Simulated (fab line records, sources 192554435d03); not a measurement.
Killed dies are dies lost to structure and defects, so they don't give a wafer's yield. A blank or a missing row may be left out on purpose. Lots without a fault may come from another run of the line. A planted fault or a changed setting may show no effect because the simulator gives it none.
A struck lot beside a sound one | flow n5_finfet | 15 steps out of a route of 1938
Sound: wafers L782.1, L782.2, L782.4. Struck: wafer L788.2. (L788.3, L788.5 of the same lot were not struck and are left out.) The cause comes at the end.
At each step with rows: each side's tool, then ch and its chambers, then its first start. Under that, the readings that differ: sound wafers | struck wafers | difference of the means | sigmas: that difference in standard deviations of wafers without a fault.
alike: readings whose means differ by less than 2 such deviations, and words and numbers that are the same on both sides. not compared: withheld readings, readings that some wafer has no value for, bounds like >300 that may hide the same value, and numbers for which the record gives no deviation and whose values overlap.
The two part at a step that has a row with sigmas, a row that says differs or no value, or rows on one side only. Numbers that don't overlap but have no deviation are shown without sigmas and don't part them. A reading that every wafer of one side lacks parts them only if that side has two wafers or more.

first, 5 steps without rows for these wafers: N5_PASSIVATION_SOFTBAKE_05 (time 90 s); N5_PASSIVATION_EXPOSE_07 (exposes mask TV, defocus 0 nm, target cd 3000 nm); N5_PASSIVATION_PEB_08; N5_PASSIVATION_DEVELOP_09 (develop time 60 s); N5_PASSIVATION_HARDBAKE_11 (time 120 s).
N5_PASSIVATION_CD_MEAS_10: target cd 3000 nm.
  sound on cd_sem-03 ch 0, day 15 17:34; struck on cd_sem-03 ch 0, day 17 18:48
  alike: cd_nm
N5_PASSIVATION_OVL_MEAS_60:
  sound on overlay-01 ch 0, day 15 17:35; struck on overlay-01 ch 0, day 17 18:50
  alike: TV_OVL
N5_PASSIVATION_INSPECT_61: inspects for defects (macro).
  sound on defect_inspect-02, day 15 17:37; struck on defect_inspect-02, day 17 18:51
  alike: raw_defect_count
N5_PASSIVATION_DESCUM_12: chemistry O2, time 7.9 s.
  sound on rie_diel-06 ch 1,2,3, day 15 17:39; struck on rie_diel-05 ch 1, day 17 19:05
  reading                | sound      | struck | difference | sigmas
  rf_hours_counter_h (h) | 224 226 83 | 232    | +54        |
  alike: drypump_motor_current_A, oes_product_au, rf_fwd_power_W, rf_vpp_V, showerhead_plenum_p_Torr, throttle_valve_pct
N5_PASSIVATION_PASS_ETCH_74: etches SiNx in CF4/O2, target depth 220 nm, time 110 s.
  sound on rie_diel-06 ch 1,2,3, day 15 17:43; struck on rie_diel-05 ch 1, day 17 19:08
  reading                | sound      | struck | difference | sigmas
  rf_hours_counter_h (h) | 224 226 83 | 232    | +54        |
  alike: bias_w, drypump_motor_current_A, oes_product_au, rf_fwd_power_W, rf_vpp_V, showerhead_plenum_p_Torr, throttle_valve_pct
N5_PASSIVATION_VIA_ETCH_13: etches SiO2 in CHF3/O2, target depth 660 nm, time 330 s.
  sound on rie_diel-06 ch 1,2,3, day 15 17:49; struck on rie_diel-05 ch 1, day 17 19:14
  reading                | sound      | struck | difference | sigmas
  rf_hours_counter_h (h) | 224 226 83 | 232    | +54        |
  alike: CHF3_flow_sccm, bias_w, drypump_motor_current_A, etch_rf_on_time_s, oes_product_au, rf_fwd_power_W, rf_vpp_V, showerhead_plenum_p_Torr, throttle_valve_pct
N5_PASSIVATION_STRIP_14: strips in O2.
  sound on rie_diel-06 ch 1,2,3, day 15 18:00; struck on rie_diel-05 ch 1, day 17 19:26
  reading                | sound      | struck | difference | sigmas
  rf_hours_counter_h (h) | 224 226 83 | 233    | +55        |
  alike: drypump_motor_current_A, oes_product_au, rf_vpp_V, showerhead_plenum_p_Torr, throttle_valve_pct
N5_PASSIVATION_ETCH_15: etches SiCN in CF4/N2, target depth 75 nm, time 81.2 s.
  sound on rie_diel-06 ch 1,2,3, day 15 18:02; struck on rie_diel-05 ch 1, day 17 19:28
  reading                | sound             | struck | difference | sigmas
  bias_w (W)             | 70.11 69.83 69.79 | 67.05  | -2.86      | -14
  n2_flow_sccm (sccm)    | 59.68 59.53 60.01 | 60.27  | +0.53      | +2
  rf_hours_counter_h (h) | 225 226 83        | 233    | +55        |
  rf_vpp_V (V)           | 380.3 380.8 379.6 | 371.4  | -8.8       | -4
  alike: drypump_motor_current_A, oes_product_au, rf_fwd_power_W, showerhead_plenum_p_Torr, throttle_valve_pct
then, 1 step without rows for these wafers: N5_PASSIVATION_STRIP_73 (strips in post etch residue remover, time 60 s).
N5_PASSIVATION_PROBE_49:
  sound on prober-01, day 16 00:35; struck on prober-02, day 18 01:38
  alike: defect_limited_yield, killed_at_M0_to_M3, killed_at_M4_up, killed_at_contacts, killed_at_front_end, killed_at_other, killed_dies, killed_open, killed_short, sort_bin_4_leakage, sort_bin_5_function, sort_bin_6_memory, sort_n_pass, sort_yield_pct

WHERE THEY PART
Only at N5_PASSIVATION_ETCH_15, within this record. Later steps at which nothing parts them and some readings are alike: N5_PASSIVATION_PROBE_49.

WHY: what the simulator had put in
Process parameter drift: rie_diel-05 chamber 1, from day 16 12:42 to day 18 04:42, at N5_PASSIVATION_ETCH_15. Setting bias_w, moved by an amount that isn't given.
